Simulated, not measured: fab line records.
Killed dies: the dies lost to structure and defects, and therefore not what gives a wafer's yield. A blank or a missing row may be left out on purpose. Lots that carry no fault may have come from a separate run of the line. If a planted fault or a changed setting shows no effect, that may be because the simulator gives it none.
fab line records	flow nand-harc
[record] lots = 13	wafers = 39	last-day = 33
route steps=1302 shown A_ONON_D1@430 A_BONDPAD@1223 HYBRID_BOND@1237 THIN_TSV@1259 END@1302
lots that met no fault: from a run of the same line without faults
start-h: hours from the record's first day to the start of the lot's first wafer shown	wait-h: time in hours since the lot's previous step	" identical to the entry in the row above	L1.1+2: several wafers, shown together as one row	- no value, or no start was given	* or withheld: withheld	< > ~ a bound
route shown NAME@n: names a module that has steps shown in the file, with the first one's number in the route	usual: mean and standard deviation over wafers with no fault	same: alike in all rows	chamber/n: place in a boat	sites: readings site by site	_std_site: standard deviation of those values	_edge_site: the outer-site mean with the inner-site mean subtracted	radius-mm: how far each site lies from the wafer's centre	mask NAME#n: copy n	behind: the tool/chamber that last shaped the wafer	hold: why the lot went on hold/how many hours it stayed there/how the hold came to an end	device: the n, p or np transistor that did not switch	end of line: at the end of the route, the tests of the same wafers	a step given without rows: its recipe and nothing more	killed: at the first sort, the dies lost to defects and structure; wafer yield is something else	map: dies across one wafer; x = killed, . = not, _ = none there
set.NAME: setting as actually run; set.NAME@STEP: the setting as run at that earlier step	model.NAME: the simulator's own value behind a step, which no gauge read
route steps across a sampled set of lots; one table per step, one row per wafer
services: from which hour (start-h, from the record's first day; less than 0 if before it) a tool's chamber was out of use, for how many hours, and why
[[steps]]
[step NHARC_A_ONON_D1_DEP_09]
[recipe] target-thk-a = 10000	n2-flow-sccm = 2750	n2o-flow-sccm = 2000	nh3-flow-sccm = 500	sih4-flow-sccm = 210	temp-c = 400
lot.wafer	tool	chamber	start-h	wait-h
L918.1+3+4	pecvd-onon-01	0	164.18	0.1
L917.1+5+6	pecvd-onon-01	0	164.53	0.1
L920.1+2+6	pecvd-onon-04	0	192.37	0.1
L919.1+3+5	pecvd-onon-01	0	192.41	0.1
L921.2+4+5	pecvd-onon-04	0	205.93	0.1
L926.1+4+5	pecvd-onon-01	0	253.58	0.1
L927.3+4+6	pecvd-onon-01	0	262.88	0.2
L930.2+5+6	pecvd-onon-01	0	291.41	0.1
L932.4+5+6	pecvd-onon-03	0	319.48	0.2
L934.2+3+5	pecvd-onon-04	0	332.93	0.1
L937.2+4+6	pecvd-onon-04	0	359.87	0.1
L938.3+5+6	pecvd-onon-04	0	381.84	0.2
L939.2+3+5	pecvd-onon-01	0	385.66	0.1
[step NHARC_A_BONDPAD_ETCH_24]
[recipe] target-depth-a = 300	over-etch-frac = 0.3	time-s = 72.99	ion-energy-ev = 150	cf4-flow-sccm = 50	n2-flow-sccm = 100	ar-flow-sccm = 150	rf-w = 300	bias-w = 100	chemistry = CF4/N2
[usual] drypump-motor-current-A = 6.0/0.31	oes-product-au = 1.002/0.0062	rf-vpp-V = 314.3/1.9	showerhead-plenum-p-Torr = 2.63/0.11	throttle-valve-pct = 19.793/0.0094
lot.wafer	tool	chamber	start-h	wait-h	drypump-motor-current-A	oes-product-au	rf-hours-counter-h	rf-vpp-V	showerhead-plenum-p-Torr	throttle-valve-pct
L917.1	rie-diel-13	3	-	-	6.6	0.995	3	313.0	2.50	19.791
L917.6	"	2	"	"	6.0	1.006	-	313.2	2.62	19.789
L917.5	"	3	"	"	6.6	0.998	-	312.2	2.50	19.792
L918.1	rie-diel-10	0	-	-	6.1	0.991	18	315.6	2.68	19.783
L918.3	"	1	"	"	5.7	0.996	19	312.5	2.57	19.794
L918.4	"	2	"	"	6.3	0.999	20	312.6	2.59	19.799
L920.1	rie-diel-10	1	-	-	5.7	0.998	20	313.5	2.58	19.796
L920.2	"	3	"	"	5.8	0.998	19	312.6	2.56	19.799
L920.6	"	2	"	"	6.3	0.996	-	313.5	2.59	19.790
L921.2	rie-diel-10	3	-	-	5.8	1.005	20	314.0	2.56	19.790
L921.4	"	1	"	"	5.7	0.994	21	313.9	2.57	19.785
L921.5	"	3	"	"	5.8	1.007	-	314.9	2.56	19.792
L919.3	rie-diel-10	3	-	-	5.8	1.006	20	312.4	2.56	19.782
L919.1	"	0	"	"	6.2	1.010	19	314.9	2.68	19.781
L919.5	"	3	"	"	5.8	1.003	-	312.3	2.56	19.796
L926.1	rie-diel-10	2	646.25	0.1	6.3	1.011	11	313.8	2.58	19.813
L926.5	"	2	"	"	6.2	0.997	-	312.6	2.58	19.798
L926.4	"	0	"	"	6.2	1.009	-	313.7	2.67	19.799
L927.3	rie-diel-10	0	647.66	0.2	6.2	1.005	10	314.5	2.67	19.788
L927.6	"	0	"	"	6.1	1.003	-	315.1	2.67	19.804
L927.4	"	1	"	"	5.7	1.001	-	312.8	2.57	19.777
L930.2	rie-diel-04	1	-	-	5.9	1.009	4	317.3	2.82	19.782
L930.5	"	2	"	"	5.9	1.010	-	313.9	2.61	19.802
L930.6	"	3	"	"	5.6	0.997	-	317.6	2.76	19.800
L934.3	rie-diel-04	0	-	-	6.6	0.989	5	311.1	2.47	19.807
L934.2	"	1	"	"	5.9	0.995	4	317.5	2.82	19.780
L934.5	"	0	"	"	6.6	1.000	-	312.2	2.47	19.794
L932.4	rie-diel-10	0	-	-	6.2	0.995	19	315.2	2.67	19.787
L932.6	"	0	"	"	6.1	1.002	-	314.6	2.67	19.790
L932.5	"	1	"	"	5.7	0.998	-	312.7	2.57	19.800
L937.2	rie-diel-04	2	741.10	0.1	5.9	1.000	1	314.4	2.61	19.794
L937.4	"	2	"	"	5.9	1.003	-	313.4	2.61	19.802
L937.6	"	1	"	"	6.0	1.001	-	316.7	2.82	19.803
L939.3	rie-diel-10	3	-	-	5.8	0.997	24	312.1	2.55	19.786
L939.2	"	0	"	"	6.1	0.999	29	315.7	2.67	19.819
L939.5	"	2	"	"	6.2	0.989	-	312.8	2.58	19.778
L938.3	rie-diel-13	3	-	-	6.6	0.989	16	311.5	2.47	19.807
L938.6	"	1	"	"	6.4	1.007	-	317.2	2.81	19.809
L938.5	"	2	"	"	6.0	1.003	-	314.7	2.60	19.798
[step NHARC_HYBRID_BOND_ACTIVATE_00]
[recipe] time-s = 60	n2-flow-sccm = 200	ar-flow-sccm = 0	bias-power-w = 0	chemistry = N2
[usual] drypump-motor-current-A = 5.8/0.36	oes-product-au = 0.995/0.0076	rf-vpp-V = 64.3/0.88	showerhead-plenum-p-Torr = 1.79/0.083
[same] bias-power-w = 0
lot.wafer	tool	chamber	start-h	wait-h	drypump-motor-current-A	oes-product-au	rf-hours-counter-h	rf-vpp-V	showerhead-plenum-p-Torr
L917.1	rie-diel-11	1	536.22	0.1	5.6	0.998	8	64.4	1.83
L917.6	"	2	"	"	6.1	0.992	-	63.2	1.87
L917.5	"	3	"	"	5.4	0.985	-	64.0	1.80
L918.4	rie-diel-11	3	547.99	0.1	5.4	0.989	9	63.9	1.80
L918.3	"	0	"	"	6.1	0.992	9	61.9	1.63
L918.1	"	1	"	"	5.6	0.990	9	64.8	1.83
L920.1	rie-diel-12	3	554.52	0.1	5.9	1.004	37	64.0	1.89
L920.2	"	0	"	"	6.2	1.002	32	63.3	1.69
L920.6	"	2	"	"	6.3	1.004	-	64.1	1.73
L921.4	rie-diel-11	3	559.88	0.1	5.4	0.991	10	64.7	1.80
L921.2	"	0	"	"	6.2	0.979	10	62.6	1.63
L921.5	"	2	"	"	6.1	0.992	-	63.9	1.87
L919.3	rie-diel-03	2	560.47	0.1	5.0	0.989	22	64.9	1.72
L919.1	"	0	"	"	6.0	0.987	28	63.9	1.75
L919.5	"	2	"	"	5.0	1.001	-	63.2	1.72
L926.4	rie-diel-11	3	648.34	0.1	5.4	0.992	3	63.4	1.80
L926.1	"	1	"	"	5.6	0.993	3	64.3	1.83
L926.5	"	3	"	"	5.4	0.984	-	62.8	1.80
L927.4	rie-diel-11	2	649.76	0.1	6.1	1.000	3	65.8	1.87
L927.3	"	0	"	"	6.1	0.996	3	64.6	1.63
L927.6	"	2	"	"	6.1	0.993	-	64.1	1.87
L930.2	rie-diel-11	1	670.67	0.1	5.6	0.991	6	64.4	1.83
L930.6	"	2	"	"	6.1	0.990	-	65.1	1.87
L930.5	"	3	"	"	5.4	0.991	-	63.8	1.80
L934.2	rie-diel-11	2	678.51	0.1	6.1	0.985	6	63.0	1.87
L934.3	"	3	"	"	5.4	0.993	6	65.6	1.79
L934.5	"	1	"	"	5.6	0.987	-	63.9	1.83
L932.4	rie-diel-11	1	697.92	0.1	5.7	0.997	8	63.9	1.83
L932.5	"	3	"	"	5.4	0.998	-	63.7	1.79
L932.6	"	0	"	"	6.1	0.986	-	63.7	1.63
L937.4	rie-diel-12	0	743.21	0.1	6.2	0.988	40	63.7	1.68
L937.2	"	1	"	"	6.3	0.999	35	65.5	1.89
L937.6	"	0	"	"	6.2	1.002	-	63.3	1.68
L939.2	rie-diel-11	3	747.86	0.1	5.5	0.992	11	63.1	1.79
L939.3	"	1	"	"	5.6	0.997	12	63.5	1.82
L939.5	"	3	"	"	5.5	0.991	-	65.3	1.79
L938.3	rie-diel-11	3	749.76	0.1	5.4	0.993	12	64.3	1.79
L938.6	"	3	"	"	5.4	0.996	-	63.0	1.79
L938.5	"	1	"	"	5.6	1.008	-	64.4	1.82
[step NHARC_THIN_TSV_CD_MEAS_12]
[recipe] target-cd-nm = 1000	landing-energy-ev = 500
[usual] cd-nm = 1000.9/1.5
lot.wafer	tool	chamber	start-h	wait-h	cd-nm
L917.1	cd-sem-02	0	552.33	-	1004.5
L917.5	"	0	"	"	1003.7
L917.6	"	0	"	"	1003.3
L918.1	cd-sem-02	0	560.16	-	1000.3
L918.3	"	0	"	"	998.6
L918.4	"	0	"	"	1000.6
L920.1	cd-sem-02	0	568.18	-	997.3
L920.2	"	0	"	"	999.6
L920.6	"	0	"	"	999.5
L921.2	cd-sem-02	0	571.91	-	999.0
L921.4	"	0	"	"	999.1
L921.5	"	0	"	"	999.5
L919.1	cd-sem-02	0	573.25	-	1003.2
L919.3	"	0	"	"	1000.5
L919.5	"	0	"	"	1002.6
L926.1	cd-sem-01	0	658.98	-	1000.7
L926.4	"	0	"	"	1002.0
L926.5	"	0	"	"	1001.4
L927.3	cd-sem-01	0	663.55	-	1000.8
L927.4	"	0	"	"	998.9
L927.6	"	0	"	"	1000.4
L930.2	cd-sem-01	0	682.64	-	1001.0
L930.5	"	0	"	"	1001.1
L930.6	"	0	"	"	999.1
L934.2	cd-sem-03	0	692.07	-	1002.0
L934.3	"	0	"	"	1001.9
L934.5	"	0	"	"	1001.9
L932.4	cd-sem-03	0	710.06	-	999.8
L932.5	"	0	"	"	1001.1
L932.6	"	0	"	"	1000.4
L937.2	cd-sem-01	0	757.20	-	999.8
L937.4	"	0	"	"	1001.6
L937.6	"	0	"	"	1001.1
L939.2	cd-sem-01	0	758.67	-	1000.4
L939.3	"	0	"	"	1001.5
L939.5	"	0	"	"	1000.4
L938.3	cd-sem-01	0	762.01	-	1001.3
L938.5	"	0	"	"	1000.3
L938.6	"	0	"	"	1000.0
[step NHARC_END_SORT_01]
[recipe] temp-c = 25
[usual] killed-at-array = 51/17	killed-at-other = 1.6/2.1	killed-at-periphery = 4/3.2	killed-dies = 57/18	killed-open = 2.9/1.7	killed-short = 2.3/1.3
[same] gross-dies = 677
lot.wafer	tool	chamber	start-h	wait-h	killed-at-array	killed-at-other	killed-at-periphery	killed-dies	killed-open	killed-short
L927.3	prober-01	0	685.22	3.1	93	2	5	100	0	3
L927.4	prober-01	0	686.02	3.4	93	0	4	97	1	1
L927.6	prober-01	0	687.64	4.0	99	2	5	106	5	3
L930.2	prober-02	0	698.39	2.8	140	0	9	149	3	0
L930.5	prober-02	0	700.84	3.8	139	0	6	145	1	1
L930.6	prober-02	0	701.65	4.1	144	0	8	152	1	1
// killed by level:class
L927.3 A_ONON_D1:unspecified=75 A_CONTACT:chamber-film-flake=8 P_M2:chamber-film-flake=4 A_CHANNEL_HOLE_D1:chamber-film-flake=4 THIN_TSV:chamber-film-flake=2 P_GATE:geometric-particle:short=1 A_CHANNEL_FILL_D2:geometric-particle:short=1 A_M0:geometric-particle:short=1
L927.4 A_ONON_D1:unspecified=75 A_CONTACT:chamber-film-flake=5 A_CHANNEL_HOLE_D1:chamber-film-flake=5 P_M2:chamber-film-flake=3 A_STAIRCASE:chamber-film-flake=2 A_WL_FILL:geometric-particle:open=1 A_CONTACT:geometric-particle:short=1 P_M1:chamber-film-flake=1
L927.6 A_ONON_D1:unspecified=78 A_CHANNEL_HOLE_D1:chamber-film-flake=7 A_CONTACT:chamber-film-flake=4 P_M2:chamber-film-flake=3 A_ZERO_WELL:chamber-film-flake=2 THIN_TSV:chamber-film-flake=2 P_GATE:geometric-particle:open=1 A_ONON_D1:geometric-particle:short=1
L930.2 A_ONON_D1:unspecified=73 A_CHANNEL_HOLE_D1:chamber-film-flake=24 A_SLIT:chamber-film-flake=19 A_CONTACT:chamber-film-flake=11 P_M0:chamber-film-flake=5 A_CHANNEL_HOLE_D2:chamber-film-flake=3 A_M0:chamber-film-flake=3 P_STI:chamber-film-flake=2
L930.5 A_ONON_D1:unspecified=73 A_CHANNEL_HOLE_D1:chamber-film-flake=26 A_SLIT:chamber-film-flake=18 A_CHANNEL_HOLE_D2:chamber-film-flake=13 A_CONTACT:chamber-film-flake=6 P_STI:chamber-film-flake=2 P_M0:chamber-film-flake=2 A_WL_FILL:geometric-particle:short=1
L930.6 A_ONON_D1:unspecified=68 A_CHANNEL_HOLE_D1:chamber-film-flake=29 A_SLIT:chamber-film-flake=21 A_CHANNEL_HOLE_D2:chamber-film-flake=12 A_CONTACT:chamber-film-flake=10 P_M0:chamber-film-flake=3 A_WL_FILL:chamber-film-flake=3 P_ZERO_WELL:chamber-film-flake=2
[[services]]
tool	chamber	start-h	hours	kind
rie-diel-10	3	141.71	6.4	repair
rie-diel-11	0	154.96	1.4	repair
rie-diel-10	3	176.46	43.7	repair
rie-diel-11	1	188.05	3.1	repair
rie-diel-10	-	242.50	9.0	pm
rie-diel-11	-	255.50	9.0	pm
pecvd-onon-01	-	271.49	13.0	pm
rie-diel-11	0	288.89	7.0	repair
rie-diel-11	3	291.10	7.6	repair
pecvd-onon-04	-	311.00	13.0	pm
rie-diel-10	-	419.72	9.0	pm
rie-diel-11	-	432.50	9.0	pm
pecvd-onon-04	-	437.76	1.3	repair
pecvd-onon-01	-	452.75	13.0	pm
rie-diel-11	1	464.81	7.4	repair
pecvd-onon-04	-	492.00	13.0	pm
rie-diel-10	-	596.72	9.0	pm
rie-diel-11	-	609.50	9.0	pm
rie-diel-10	1	624.97	18.9	repair
pecvd-onon-01	-	633.75	13.0	pm
rie-diel-10	3	634.00	16.1	repair
pecvd-onon-04	-	673.00	13.0	pm
rie-diel-10	2	725.64	14.7	repair
rie-diel-11	0	731.73	21.5	repair
[[key]]
[first-sign] step = NHARC_END_SORT_01	reading = killed-dies	direction = up	sigmas = 3.8	usual = 57	struck = 125
[effect] step = NHARC_END_SORT_01	reading = killed-at-array	direction = up	sigmas = 3.8	usual = 51	struck = 118
[more-kills-born-at] NHARC_A_ONON_D1_DEP_09@pecvd-onon-01 = 442
met-at NHARC_A_ONON_D1_DEP_09
struck-lots L927,L930
tester-left-out L927,L930
not-acting-at NHARC_A_BONDPAD_ETCH_24,NHARC_HYBRID_BOND_ACTIVATE_00,NHARC_THIN_TSV_CD_MEAS_12
onset-between 253.58 262.88
[fault] kind = chamber-particle-source	tool = pecvd-onon-01	chamber = -	onset-h = 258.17	steps = NHARC_A_ONON_D1_DEP_09	rate-per-visit-cm2 = 0.50807	end-h = 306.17
// tester-left-out: of these lots the tester's yield and bins aren't shown, on N5 and GAA mostly nor the transistor test; their killed dies are dies lost to structure and defects alone, not to doping, threshold or leakage, so they don't give the yield
